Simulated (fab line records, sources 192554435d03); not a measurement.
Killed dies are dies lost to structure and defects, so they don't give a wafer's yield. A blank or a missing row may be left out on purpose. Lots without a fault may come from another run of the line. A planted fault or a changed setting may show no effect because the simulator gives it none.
A struck lot beside a sound one | flow n5_finfet | 15 steps out of a route of 1938
Sound: wafers L152.1, L152.3, L152.6. Struck: wafers L163.1, L163.2, L163.4. The cause comes at the end.
At each step with rows: each side's tool, then ch and its chambers, then its first start. Under that, the readings that differ: sound wafers | struck wafers | difference of the means | sigmas: that difference in standard deviations of wafers without a fault.
alike: readings whose means differ by less than 2 such deviations, and words and numbers that are the same on both sides. not compared: withheld readings, readings that some wafer has no value for, bounds like >300 that may hide the same value, and numbers for which the record gives no deviation and whose values overlap.
The two part at a step that has a row with sigmas, a row that says differs or no value, or rows on one side only. Numbers that don't overlap but have no deviation are shown without sigmas and don't part them. A reading that every wafer of one side lacks parts them only if that side has two wafers or more.

first, 1 step without rows for these wafers: N5_BEOL_M13_HARDBAKE_14 (time 120 s).
N5_BEOL_M13_CD_MEAS_10: target cd 190 nm.
  sound on cd_sem-02 ch 0, day 11 01:07; struck on cd_sem-02 ch 0, day 14 11:09
  alike: cd_nm
N5_BEOL_M13_OVL_MEAS_11:
  sound on overlay-01 ch 0, day 11 01:08; struck on overlay-01 ch 0, day 14 11:11
  alike: V12_OVL
N5_BEOL_M13_INSPECT_12: inspects for defects (macro).
  sound on defect_inspect-02, day 11 01:10; struck on defect_inspect-01, day 14 11:12
  alike: raw_defect_count
N5_BEOL_M13_DESCUM_15: chemistry O2, time 7.9 s.
  sound on rie_diel-03 ch 0,1,3, day 11 01:17; struck on rie_diel-04 ch 1,2, day 14 11:15
  alike: chamber_pressure_mTorr, drypump_motor_current_A, oes_product_au, rf_vpp_V, showerhead_plenum_p_Torr, throttle_valve_pct
  not compared: rf_hours_counter_h
N5_BEOL_M13_ETCH_59: etches BARC in N2/H2, target depth 89 nm, overetch 26.7 nm, time 67.9 s.
  sound on rie_diel-03 ch 0,1,3, day 11 01:19; struck on rie_diel-04 ch 1,2, day 14 11:17
  alike: chamber_pressure_mTorr, drypump_motor_current_A, oes_product_au, rf_vpp_V, showerhead_plenum_p_Torr, throttle_valve_pct
  not compared: rf_hours_counter_h
N5_BEOL_M13_VIA_ETCH_16: etches SiOC in C4F8/O2/Ar, target depth 921.7 nm.
  sound on rie_diel-03 ch 0,1,3, day 11 01:23; struck on rie_diel-04 ch 1,2, day 14 11:20
  alike: chamber_pressure_mTorr, drypump_motor_current_A, oes_product_au, rf_vpp_V, showerhead_plenum_p_Torr, throttle_valve_pct
N5_BEOL_M13_STRIP_63: strips in N2/H2.
  sound on plasma_asher-02 ch 0,1, day 11 01:37; struck on plasma_asher-01 ch 0,1, day 14 11:35
  reading            | sound       | struck      | difference | sigmas
  heater_power_w (W) | 299 299 303 | 329 310 325 | +21        | +2
  alike: chamber_pressure_mTorr, drypump_motor_current_A, oes_product_au, strip_time_to_endpoint_s
  not compared: rf_hours_counter_h
N5_BEOL_M13_STRIP_64: strips in N2/H2.
  sound on plasma_asher-02 ch 0,1, day 11 01:40; struck on plasma_asher-01 ch 0,1, day 14 11:38
  reading            | sound       | struck      | difference | sigmas
  heater_power_w (W) | 299 287 289 | 336 299 327 | +29        | +3
  alike: drypump_motor_current_A, oes_product_au, strip_time_to_endpoint_s
  not compared: rf_hours_counter_h
then, 2 steps without rows for these wafers: N5_BEOL_M13_STRIP_71 (strips in post etch residue remover, time 60 s); N5_BEOL_M13_SRD_72 (time 30 s, dry time 30 s).
N5_BEOL_M13_CD_MEAS_17: target cd 190 nm.
  sound on cd_sem-03, day 11 01:49; struck on cd_sem-01, day 14 11:47
  alike: cd_nm
N5_BEOL_M13_COAT_65: time 60 s, resist thk 350 nm.
  sound on litho_track-02 ch 0, day 11 01:51; struck on litho_track-02 ch 0, day 14 11:49
  reading                  | sound                | struck               | difference | sigmas
  heater_power_total_W (W) | 502.3 502.4 497.4    | 487.9 485.6 485.9    | -14.2      | -8
  plate_temp_C (C)         | 250.08 250.21 249.96 | 244.12 244.15 243.92 | -6.02      | -43
  alike: dispense_pressure_kPa
then, 2 steps without rows for these wafers: N5_BEOL_M13_COAT_66 (time 60 s, resist thk 110 nm); N5_PASSIVATION_PROBE_49.

WHERE THEY PART
First at N5_BEOL_M13_STRIP_63; last, within this record, at N5_BEOL_M13_COAT_65.

WHY: what the simulator had put in
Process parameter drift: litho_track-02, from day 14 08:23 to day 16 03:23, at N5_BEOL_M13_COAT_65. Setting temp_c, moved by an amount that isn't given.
